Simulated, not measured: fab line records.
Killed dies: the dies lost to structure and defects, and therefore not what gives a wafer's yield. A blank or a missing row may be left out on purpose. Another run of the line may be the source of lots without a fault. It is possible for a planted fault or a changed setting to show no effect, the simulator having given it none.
A struck lot beside a sound one ; flow n5Finfet ; 21 steps out of a route of 1938
Sound: these wafers, L727.1, L727.2, L727.4. Wafers struck: L725.2, L725.3, L725.5. At the end, the cause is stated.
At each step with rows: each side's tool, then ch and its chambers, then its first start. Under that, the readings that differ: sound wafers ; struck wafers ; difference of the means ; sigmas: that difference in standard deviations of wafers without a fault.
alike: words and numbers the same on both sides, and readings whose means are apart by under 2 such deviations; not compared: readings that were withheld, readings missing a value for some wafer, numbers with overlapping values and no deviation given by the record, and bounds like >300 which may hide the same value.
A row with sigmas, a row that says differs or no value, or rows on one side alone: a step with any of these is where the two part. Numbers that don't overlap but have no deviation are shown without sigmas and don't part them. A reading that every wafer of one side lacks parts them only if that side has two wafers or more.

first, 8 steps without rows for these wafers: N5_BEOL_M14_DESCUM_15 (chemistry O2, time 7.9 s); N5_BEOL_M14_ETCH_59 (etches BARC in N2/H2, target depth 89 nm, overetch 26.7 nm, time 67.9 s); N5_BEOL_M14_VIA_ETCH_16 (etches SiO2 in C4F8/O2/Ar, target depth 1231.3 nm); N5_BEOL_M14_STRIP_63 (strips in O2); N5_BEOL_M14_STRIP_64 (strips in O2); N5_BEOL_M14_STRIP_71 (strips in post etch residue remover, time 60 s); N5_BEOL_M14_SRD_72 (time 30 s, dry time 30 s); N5_BEOL_M14_COAT_65 (time 60 s, resist thk 450 nm).
N5_BEOL_M14_COAT_66: time 60 s, resist thk 110 nm.
  sound on lithoTrack-04 ch 0, day 17 02:35; struck on lithoTrack-01 ch 0, day 16 04:40
reading;sound;struck;difference;sigmas
spinSpeedRpm (rpm);1500.4 1500.6 1500.4;1391.1 1392.2 1391.0;-109.0;-99 or more
model.SiARC_of_BEOL_M14_COAT_66.thkNm (nm);110.2 109.8 109.8;114.8 114.8 115;+4.9;
then, 8 steps without rows for these wafers: N5_BEOL_M14_COAT_22 (resist thk 300 nm); N5_BEOL_M14_EBR_24; N5_BEOL_M14_SOFTBAKE_23 (time 60 s); N5_BEOL_M14_EXPOSE_25 (exposes mask M14, target cd 280 nm); N5_BEOL_M14_PEB_26 (peb time 90 s); N5_BEOL_M14_DEVELOP_27 (develop time 45 s); N5_BEOL_M14_HARDBAKE_32 (time 120 s); N5_BEOL_M14_DESCUM_33 (chemistry O2, time 7.9 s).
N5_BEOL_M14_ETCH_67: etches SiARC in CF4, target depth 143 nm, time 238.3 s.
  sound on rieDiel-06 ch 1,2,3, day 17 02:59; struck on rieDiel-04 ch 0,2,3, day 16 05:13
reading;sound;struck;difference;sigmas
etchRfOnTimeS (s);235 221 223;251 252 248;+24;+3
model.etch.depthNm (nm);110.2 109.8 109.7;114.8 114.9 115;+5.0;
model.coat_of_BEOL_M14_COAT_22.thkNm (nm);212.4 211.2 211.2;207.6 208.6 208.4;-3.4;
  alike: drypumpMotorCurrentA, mfcArSccm, oesProductAu, rfVppV, showerheadPlenumPTorr, throttleValvePct
  not compared: rfHoursCounterH
N5_BEOL_M14_ETCH_68: etches SOC in N2/H2, time 450 s.
  sound on rieDiel-06 ch 1,2,3, day 17 03:08; struck on rieDiel-04 ch 0,2,3, day 16 05:22
reading;sound;struck;difference;sigmas
model.SiARC_of_BEOL_M14_COAT_66.thkNm (nm);65.2 64.6 64.4;71 70.6 70.4;+6;
  alike: drypumpMotorCurrentA, oesProductAu, rfVppV, showerheadPlenumPTorr, throttleValvePct
  not compared: rfHoursCounterH
then, 1 step without rows for these wafers: N5_BEOL_M14_STRIP_69 (strips in N2/H2).
N5_PASSIVATION_PROBE_49:
  the record holds rows for the sound wafers here (prober-01, day 18 05:38) but none for the struck ones

## WHERE THEY PART
Earliest at N5_BEOL_M14_COAT_66; latest, in this record, at N5_PASSIVATION_PROBE_49.

WHY: whatever the simulator had introduced
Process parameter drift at N5_BEOL_M14_COAT_66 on lithoTrack-01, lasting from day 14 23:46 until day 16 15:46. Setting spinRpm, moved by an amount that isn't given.
